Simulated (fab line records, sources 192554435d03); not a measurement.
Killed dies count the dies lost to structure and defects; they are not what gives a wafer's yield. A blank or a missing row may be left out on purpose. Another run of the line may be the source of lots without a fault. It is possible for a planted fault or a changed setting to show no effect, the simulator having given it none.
fab line records | flow n5Finfet
record: lots: 6 | wafers: 18 | lastDay: 18
route steps=1938 shown BEOL_M13@1710 BEOL_M14@1716 PASSIVATION@1936
lots with no fault: from the same line, run without faults
startH: start of the lot's first displayed wafer, in hours after the record's first day | waitH: hours elapsed since this lot's preceding step | " unchanged from the row above | L1.1+2: a row that stands for several wafers | - either no value or no given start | * or withheld: withheld | < > ~ a bound
route shown NAME@n: NAME is a module with steps in the file, n the number in the route of the first one | usual: average and standard deviation across the fault-free wafers | same: alike in all rows | chamber/n: place in a boat | sites: each site's reading | _std_site: how widely they spread, as a standard deviation | _edge_site: outer sites' mean less inner sites' | radiusMm: for every site, how far away it sits from the centre of the wafer | mask NAME#n: copy n | behind: the most recent tool/chamber to have shaped the wafer | hold: what put the lot on hold/how long, in hours/how the hold closed | device: the n, p or np transistor that did not switch | end of line: the route-end tests of the same wafers | step lacking rows: just its recipe | killed: the dies lost at the first sort to structure and to defects; this is not the yield of the wafer | map: per-die view of a wafer (x killed, . not killed, _ where there is no die)
set.NAME: setting as actually run; set.NAME@STEP: the setting as run at that earlier step | model.NAME: the simulator's own value behind a step, which no gauge read
a table for each step, a row for each wafer; lots at some steps of the route
services: the hour from which a tool's chamber was out of use, counted from the record's first day as startH (under 0 if before that day), plus the number of hours and why
== steps ==
step: N5_BEOL_M13_CMP_49
recipe: stopOn: SiOC | tOverpolishS: 17.1 | downForcePsi: 1 | platenRpm: 50 | clearingPlatenDownForcePsi: 1.5 | clearingPlatenRpm: 50 | postCmpClean: cuAlkaline | targetThkNm: 420 | clearingPlatenPadVelocityMS: 0.99484 | padVelocityMS: 0.99484
usual: barrierFieldEndpointS: 30.2/0.87 | motorCurrentA: 6.0/0.49 | overpolishRunS: 17.101/0.0091
lot.wafer | tool   | chamber | startH | waitH | barrierFieldEndpointS | motorCurrentA | overpolishRunS
L401.1    | cmp-02 | 1       | 252.98 | 0.5   | 30.6                  | 5.4           | 17.107
L401.4    | "      | 0       | "      | "     | 30.0                  | 5.9           | 17.100
L401.5    | "      | 1       | "      | "     | 30.2                  | 5.5           | 17.104
L407.3    | cmp-02 | 3       | 281.83 | 0.2   | 30.6                  | 6.1           | 17.099
L407.2    | "      | 0       | "      | "     | 30.0                  | 6.1           | 17.088
L407.6    | "      | 3       | "      | "     | 30.7                  | 6.1           | 17.091
L414.2    | cmp-04 | 3       | 327.48 | 0.3   | 29.7                  | 6.8           | 17.088
L414.1    | "      | 0       | "      | "     | 30.1                  | 5.9           | 17.106
L414.6    | "      | 3       | "      | "     | 30.0                  | 6.3           | 17.103
L413.2    | cmp-02 | 2       | 334.46 | 0.2   | 29.3                  | 5.7           | 17.094
L413.5    | "      | 1       | "      | "     | 29.9                  | 5.1           | 17.108
L413.6    | "      | 2       | "      | "     | 29.2                  | 5.4           | 17.088
L422.2    | cmp-02 | 3       | 389.56 | 0.3   | 30.6                  | 6.2           | 17.114
L422.4    | "      | 0       | "      | "     | 29.9                  | 6.2           | 17.098
L422.5    | "      | 3       | "      | "     | 31.5                  | 5.4           | 17.093
L424.4    | cmp-02 | 1       | 395.50 | 0.2   | 30.1                  | 5.2           | 17.100
L424.2    | "      | 3       | "      | "     | 29.8                  | 6.4           | 17.111
L424.5    | "      | 1       | "      | "     | 29.1                  | 5.1           | 17.100
step: N5_BEOL_M13_THK_MEAS_50
recipe: thkMeasGauge: xrf | reads: Cu_of_BEOL_M13_ECD_47
usual: M13_THK: 431/8.3
lot.wafer | tool         | chamber | startH | waitH | M13_THK[nm]
L401.1    | filmMetro-01 | -       | 253.27 | -     | 415
L401.4    | "            | -       | "      | "     | 419
L401.5    | "            | -       | "      | "     | 420
L407.2    | filmMetro-01 | -       | 282.09 | -     | 440
L407.3    | "            | -       | "      | "     | 426
L407.6    | "            | -       | "      | "     | 432
L414.1    | filmMetro-02 | -       | 327.73 | -     | 430
L414.2    | "            | -       | "      | "     | 435
L414.6    | "            | -       | "      | "     | 429
L413.2    | filmMetro-02 | -       | 334.72 | -     | 438
L413.5    | "            | -       | "      | "     | 435
L413.6    | "            | -       | "      | "     | 426
L422.2    | filmMetro-02 | -       | 389.82 | -     | 439
L422.4    | "            | -       | "      | "     | 436
L422.5    | "            | -       | "      | "     | 438
L424.2    | filmMetro-01 | -       | 395.76 | -     | 426
L424.4    | "            | -       | "      | "     | 445
L424.5    | "            | -       | "      | "     | 442
step: N5_BEOL_M13_PRE_CLEAN_52
recipe: gas: NH3 | timeS: 15 | tempC: withheld | rfPowerW: 300
step: N5_BEOL_M13_DEP_53
recipe: material: SiCN | targetThkA: 500 | tempC: withheld | precursor: 3MS/NH3 | pressureTorr: 3 | rfW: 675 | timeS: 17.8
usual: showerheadPlenumPTorr: 4.157/0.017 | throttleValvePct: 18.2/0.88
lot.wafer | tool     | chamber | startH | waitH | showerheadPlenumPTorr | throttleValvePct
L401.1    | pecvd-01 | 2       | 253.35 | 0.0   | 4.145                 | 17.9
L401.4    | "        | 0       | "      | "     | 4.141                 | 18.2
L401.5    | "        | 2       | "      | "     | 4.155                 | 18.0
L407.2    | pecvd-01 | 2       | 282.15 | 0.0   | 4.140                 | 18.3
L407.3    | "        | 1       | "      | "     | 4.169                 | 17.4
L407.6    | "        | 1       | "      | "     | 4.181                 | 17.2
L414.1    | pecvd-04 | 2       | 327.79 | 0.0   | 4.170                 | 16.5
L414.2    | "        | 1       | "      | "     | 4.117                 | 18.2
L414.6    | "        | 0       | "      | "     | 4.158                 | 19.3
L413.2    | pecvd-04 | 0       | 334.78 | 0.0   | 4.162                 | 19.1
L413.5    | "        | 1       | "      | "     | 4.132                 | 18.3
L413.6    | "        | 2       | "      | "     | 4.176                 | 16.5
L422.2    | pecvd-02 | 2       | 389.88 | 0.0   | 4.157                 | 17.4
L422.4    | "        | 1       | "      | "     | 4.178                 | 18.8
L422.5    | "        | 2       | "      | "     | 4.159                 | 17.7
L424.2    | pecvd-01 | 2       | 395.82 | 0.0   | 4.152                 | 18.3
L424.4    | "        | 2       | "      | "     | 4.148                 | 18.3
L424.5    | "        | 1       | "      | "     | 4.181                 | 17.1
step: N5_BEOL_M13_RS_MEAS_54
recipe: thkMeasGauge: four-point-probe | reads: Cu_of_BEOL_M13_ECD_47+Ta_of_BEOL_M13_SPUTTER_44+TaN_of_BEOL_M13_SPUTTER_43
usual: M13_RS: 0.0447/0.00086
lot.wafer | tool         | chamber | startH | waitH | M13_RS[ohm/sq]
L401.1    | filmMetro-01 | -       | 253.43 | 0.1   | 0.0461
L401.4    | "            | -       | "      | "     | 0.0458
L401.5    | "            | -       | "      | "     | 0.0455
L407.2    | filmMetro-02 | -       | 282.21 | 0.1   | 0.0437
L407.3    | "            | -       | "      | "     | 0.0450
L407.6    | "            | -       | "      | "     | 0.0444
L414.1    | filmMetro-01 | -       | 327.86 | 0.0   | 0.0442
L414.2    | "            | -       | "      | "     | 0.0438
L414.6    | "            | -       | "      | "     | 0.0441
L413.2    | filmMetro-01 | -       | 334.85 | 0.1   | 0.0436
L413.5    | "            | -       | "      | "     | 0.0440
L413.6    | "            | -       | "      | "     | 0.0448
L422.2    | filmMetro-01 | -       | 389.94 | 0.1   | 0.0437
L422.4    | "            | -       | "      | "     | 0.0439
L422.5    | "            | -       | "      | "     | 0.0439
L424.2    | filmMetro-02 | -       | 395.89 | 0.1   | 0.0453
L424.4    | "            | -       | "      | "     | 0.0437
L424.5    | "            | -       | "      | "     | 0.0437
step: N5_BEOL_M13_INSPECT_55
recipe: inspectInstrument: darkfield | mode: postDep
usual: rawDefectCount: 74/23
lot.wafer | tool             | chamber | startH | waitH | rawDefectCount
L401.1    | defectInspect-01 | -       | 253.46 | 0.0   | 75
L401.4    | "                | -       | "      | "     | 109
L401.5    | "                | -       | "      | "     | 87
L407.2    | defectInspect-01 | -       | 282.24 | 0.0   | 55
L407.3    | "                | -       | "      | "     | 42
L407.6    | "                | -       | "      | "     | 60
L414.1    | defectInspect-01 | -       | 327.89 | 0.0   | 72
L414.2    | "                | -       | "      | "     | 91
L414.6    | "                | -       | "      | "     | 98
L413.2    | defectInspect-01 | -       | 334.87 | 0.0   | 66
L413.5    | "                | -       | "      | "     | 63
L413.6    | "                | -       | "      | "     | 72
L422.2    | defectInspect-02 | -       | 389.97 | 0.0   | 31
L422.4    | "                | -       | "      | "     | 41
L422.5    | "                | -       | "      | "     | 85
L424.2    | defectInspect-02 | -       | 395.91 | 0.0   | 83
L424.4    | "                | -       | "      | "     | 68
L424.5    | "                | -       | "      | "     | 68
step: N5_BEOL_M14_ILD_DEP_00
recipe: material: SiO2 | targetThkA: 11193 | tempC: 400 | precursor: TEOS/O2 | pressureTorr: 6.5 | rfW: 900 | teosFlowSccm: 161.4 | gas: O2 | flowSccm: 2650 | timeS: 237.4
usual: heaterPowerW: 530/83 | showerheadPlenumPTorr: 8.333/0.03 | susceptorTempC: 400.01/0.25 | throttleValvePct: 18.5/0.84
lot.wafer | tool     | chamber | startH | waitH | heaterPowerW | showerheadPlenumPTorr | susceptorTempC | throttleValvePct
L401.1    | pecvd-03 | 1       | 253.49 | 0.0   | 607          | 8.297                 | 399.77         | 18.6
L401.4    | "        | 2       | "      | "     | 518          | 8.326                 | 399.70         | 17.6
L401.5    | "        | 1       | "      | "     | 480          | 8.300                 | 400.08         | 18.8
L407.2    | pecvd-04 | 2       | 282.28 | 0.0   | 461          | 8.379                 | 399.79         | 16.9
L407.3    | "        | 1       | "      | "     | 487          | 8.279                 | 399.87         | 18.9
L407.6    | "        | 1       | "      | "     | 523          | 8.276                 | 399.97         | 18.9
L414.1    | pecvd-03 | 2       | 327.92 | 0.0   | 534          | 8.356                 | 400.19         | 17.2
L414.2    | "        | 1       | "      | "     | 577          | 8.310                 | 399.83         | 18.8
L414.6    | "        | 2       | "      | "     | 426          | 8.341                 | 399.99         | 17.5
L413.2    | pecvd-01 | 0       | 334.91 | 0.0   | 451          | 8.342                 | 400.38         | 18.5
L413.5    | "        | 1       | "      | "     | 530          | 8.355                 | 399.82         | 17.8
L413.6    | "        | 2       | "      | "     | 663          | 8.317                 | 400.22         | 18.7
L422.2    | pecvd-04 | 0       | 390.01 | 0.0   | 640          | 8.361                 | 400.08         | 20.1
L422.4    | "        | 0       | "      | "     | 499          | 8.366                 | 399.73         | 20.1
L422.5    | "        | 1       | "      | "     | 486          | 8.297                 | 400.53         | 18.7
L424.2    | pecvd-04 | 2       | 395.95 | 0.0   | 393          | 8.379                 | 399.70         | 17.1
L424.4    | "        | 0       | "      | "     | 635          | 8.344                 | 399.75         | 19.6
L424.5    | "        | 2       | "      | "     | 454          | 8.374                 | 399.82         | 17.2
step: N5_BEOL_M14_THK_MEAS_01
recipe: reads: SiO2_of_BEOL_M14_ILD_DEP_00
usual: M14_ILD_THK: 1109/14
lot.wafer | tool         | chamber | startH | waitH | M14_ILD_THK[nm]
L401.1    | filmMetro-02 | -       | 253.68 | 0.1   | 1097
L401.4    | "            | -       | "      | "     | 1108
L401.5    | "            | -       | "      | "     | 1109
L407.2    | filmMetro-01 | -       | 282.47 | 0.1   | 1090
L407.3    | "            | -       | "      | "     | 1106
L407.6    | "            | -       | "      | "     | 1129
L414.1    | filmMetro-01 | -       | 328.11 | 0.1   | 1102
L414.2    | "            | -       | "      | "     | 1117
L414.6    | "            | -       | "      | "     | 1114
L413.2    | filmMetro-02 | -       | 335.10 | 0.1   | 1101
L413.5    | "            | -       | "      | "     | 1084
L413.6    | "            | -       | "      | "     | 1123
L422.2    | filmMetro-02 | -       | 390.20 | 0.1   | 1114
L422.4    | "            | -       | "      | "     | 1130
L422.5    | "            | -       | "      | "     | 1136
L424.2    | filmMetro-02 | -       | 396.14 | 0.1   | 1109
L424.4    | "            | -       | "      | "     | 1116
L424.5    | "            | -       | "      | "     | 1112
step: N5_BEOL_M14_COAT_58
recipe: resist: BARC | tempC: 205 | timeS: 60 | spinRpm: 1500 | resistThkNm: 89
step: N5_BEOL_M14_COAT_04
recipe: spinRpm: 1704 | resistThkNm: 800
step: N5_BEOL_M14_EBR_06
recipe: solvent: PGMEA | ebrWidthMm: 1.5
step: N5_BEOL_M14_SOFTBAKE_05
recipe: tempC: 130 | timeS: 60
step: N5_BEOL_M14_EXPOSE_07
recipe: maskId: V13 | na: 0.8 | sourceShape: annular | sigmaInner: 0.5 | sigmaOuter: 0.8 | polarization: unpolarized | attpsmPhaseDeg: 180 | doseMj: 57
usual: stageVelMmS: 500.02/0.24
lot.wafer | tool          | chamber | startH | waitH | mask  | stageVelMmS
L401.1    | krfScanner-02 | 0       | 253.94 | -     | V13#0 | 499.64
L401.4    | "             | 0       | "      | "     | V13#0 | 500.01
L401.5    | "             | 0       | "      | "     | V13#0 | 499.89
L407.2    | krfScanner-02 | 0       | 282.60 | -     | V13#0 | 500.56
L407.3    | "             | 0       | "      | "     | V13#0 | 500.01
L407.6    | "             | 0       | "      | "     | V13#0 | 500.24
L414.1    | krfScanner-02 | 0       | 328.24 | -     | V13#0 | 499.61
L414.2    | "             | 0       | "      | "     | V13#0 | 500.00
L414.6    | "             | 0       | "      | "     | V13#0 | 499.86
L413.2    | krfScanner-02 | 0       | 335.36 | -     | V13#0 | 500.55
L413.5    | "             | 0       | "      | "     | V13#0 | 500.25
L413.6    | "             | 0       | "      | "     | V13#0 | 500.25
L422.2    | krfScanner-02 | 0       | 390.46 | -     | V13#0 | 500.52
L422.4    | "             | 0       | "      | "     | V13#0 | 500.18
L422.5    | "             | 0       | "      | "     | V13#0 | 500.11
L424.2    | krfScanner-01 | 0       | 396.28 | -     | V13#0 | 499.65
L424.4    | "             | 0       | "      | "     | V13#0 | 499.74
L424.5    | "             | 0       | "      | "     | V13#0 | 499.83
step: N5_BEOL_M14_PEB_08
recipe: pebTempC: 130 | pebTimeS: 90
step: N5_BEOL_M14_DEVELOP_09
recipe: developTimeS: 45 | rinseLiquid: diw | dry: airSpin | devTempC: 21
step: N5_BEOL_M14_HARDBAKE_14
recipe: tempC: 130 | timeS: 120
step: N5_BEOL_M14_CD_MEAS_10
recipe: targetCdNm: 250 | landingEnergyEv: 500 | detector: seInlens | polarity: opening
usual: cdNm: 249.5/1.4
lot.wafer | tool     | chamber | startH | waitH | cdNm
L401.1    | cdSem-03 | 0       | 254.11 | -     | 251.6
L401.4    | "        | 0       | "      | "     | 249.2
L401.5    | "        | 0       | "      | "     | 248.2
L407.2    | cdSem-02 | 0       | 282.77 | -     | 248.6
L407.3    | "        | 0       | "      | "     | 248.8
L407.6    | "        | 0       | "      | "     | 251.2
L414.1    | cdSem-01 | 0       | 328.42 | -     | 245.4
L414.2    | "        | 0       | "      | "     | 240.3
L414.6    | "        | 0       | "      | "     | 242.8
L413.2    | cdSem-02 | 0       | 335.53 | -     | 247.7
L413.5    | "        | 0       | "      | "     | 244.7
L413.6    | "        | 0       | "      | "     | 240.9
L422.2    | cdSem-01 | 0       | 390.63 | -     | 250.0
L422.4    | "        | 0       | "      | "     | 248.2
L422.5    | "        | 0       | "      | "     | 250.6
L424.2    | cdSem-03 | 0       | 396.45 | -     | 252.6
L424.4    | "        | 0       | "      | "     | 251.8
L424.5    | "        | 0       | "      | "     | 249.2
step: N5_BEOL_M14_OVL_MEAS_11
recipe: pointsPerWafer: 44
usual: V13_OVL: -2/5.2
lot.wafer | tool       | chamber | startH | waitH | V13_OVL[nm]
L401.1    | overlay-02 | 0       | 254.15 | 0.0   | -4
L401.4    | "          | 0       | "      | "     | -3
L401.5    | "          | 0       | "      | "     | -1
L407.2    | overlay-01 | 0       | 282.80 | 0.0   | -8
L407.3    | "          | 0       | "      | "     | -8
L407.6    | "          | 0       | "      | "     | -10
L414.1    | overlay-02 | 0       | 328.45 | 0.0   | 4
L414.2    | "          | 0       | "      | "     | -5
L414.6    | "          | 0       | "      | "     | -7
L413.2    | overlay-02 | 0       | 335.56 | 0.0   | -1
L413.5    | "          | 0       | "      | "     | 0
L413.6    | "          | 0       | "      | "     | 6
L422.2    | overlay-01 | 0       | 390.66 | 0.0   | -8
L422.4    | "          | 0       | "      | "     | -3
L422.5    | "          | 0       | "      | "     | 5
L424.2    | overlay-01 | 0       | 396.48 | 0.0   | -8
L424.4    | "          | 0       | "      | "     | -3
L424.5    | "          | 0       | "      | "     | -7
step: N5_PASSIVATION_PROBE_49
usual: defectLimitedYield: 91.3/1.7 | killed_at_M0_to_M3: 33/11 | killed_at_M4_up: 14/5.5 | killedAtContacts: 13/6.5 | killedAtFrontEnd: 39/13 | killedAtOther: 3.4/2.9 | killedDies: 103/20 | killedOpen: 69/15 | killedShort: 32/8.1 | sort_bin_5_function: 5.1/1.1 | sort_bin_6_memory: 3.3/0.74 | sortNPass: 1077/20 | sortYieldPct: 91.3/1.7
same: grossDies: 1180 | killedAtBackSide: 0 | sort_bin_4_leakage[%]: 0 | sort_bin_8_speed[%]: 0
lot.wafer | tool      | chamber | startH | waitH | defectLimitedYield[%] | killed_at_M0_to_M3 | killed_at_M4_up | killedAtContacts | killedAtFrontEnd | killedAtOther | killedDies | killedOpen | killedShort | sort_bin_5_function[%] | sort_bin_6_memory[%] | sortNPass | sortYieldPct[%]
L414.2    | prober-01 | -       | 355.42 | 0.1   | 92.1                  | 32                 | 4               | 15               | 40               | 2             | 93         | 64         | 28          | 4.5                    | 3.1                  | 1087      | 92.1
killed by level:class
L414.2 MOL_CONTACT_COAG:geometricParticle:open=12 BEOL_M0_SAQP:geometricParticle:short=11 BEOL_M2:geometricParticle:open=11 BEOL_M0_SAQP:geometricParticle:open=9 DUMMY_GATE:geometricParticle:open=6 GATE_CUT:geometricParticle:open=5 FIN_SAQP:geometricParticle:open=4 STI_FIN_REVEAL:geometricParticle:open=4
== services ==
tool          | chamber | startH | hours | kind
cmp-02        | -       | 231.85 | 0.3   | repair
pecvd-02      | 2       | 233.53 | 18.2  | repair
pecvd-04      | 2       | 233.59 | 5.8   | repair
pecvd-01      | 1       | 243.29 | 17.6  | repair
pecvd-01      | -       | 245.94 | 0.7   | repair
cmp-04        | -       | 251.10 | 1.2   | repair
cmp-04        | -       | 254.99 | 2.5   | repair
pecvd-04      | -       | 265.39 | 0.2   | repair
cmp-02        | -       | 265.59 | 3.7   | pm
pecvd-01      | -       | 268.67 | 0.6   | repair
krfScanner-02 | -       | 269.94 | 0.8   | pm
krfScanner-01 | -       | 271.68 | 1.3   | pm
pecvd-04      | -       | 284.97 | 2.8   | pm
krfScanner-02 | -       | 286.72 | 1.3   | pm
pecvd-02      | 0       | 302.60 | 6.9   | repair
cmp-04        | -       | 317.84 | 4.0   | pm
krfScanner-02 | -       | 318.40 | 1.0   | pm
krfScanner-01 | -       | 329.55 | 0.8   | pm
pecvd-02      | -       | 336.80 | 1.3   | repair
pecvd-03      | 1       | 339.16 | 4.0   | repair
cmp-02        | -       | 342.95 | 1.5   | repair
krfScanner-01 | -       | 346.34 | 1.0   | pm
krfScanner-01 | -       | 354.82 | 3.0   | pm
pecvd-02      | -       | 367.45 | 6.0   | pm
== key ==
firstSign: step: N5_BEOL_M14_CD_MEAS_10 | reading: cdNm | direction: down | sigmas: 4.3 | usual: 249.5 | struck: 243.6 | wafersMoved: 5 | through: controlLoop
effect none on later readings
metAt N5_BEOL_M14_EXPOSE_07
struckWafers L413.2,L413.5,L413.6,L414.1,L414.2,L414.6
loopTrim: step: N5_BEOL_M14_EXPOSE_07 | setting: dose | lots: L413
onsetBetween 282.60 328.24
alsoFits N5_BEOL_M13_DEP_53:pecvd-04
fault: kind: processParameterDrift | tool: krfScanner-02 | chamber: - | onsetH: 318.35 | steps: N5_BEOL_M14_EXPOSE_07 | channel: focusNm | offset: 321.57 | spreadByWafer: 0.3 | shape: step | endH: 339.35
loopTrim: a control loop set the setting to another value than it would have without faults
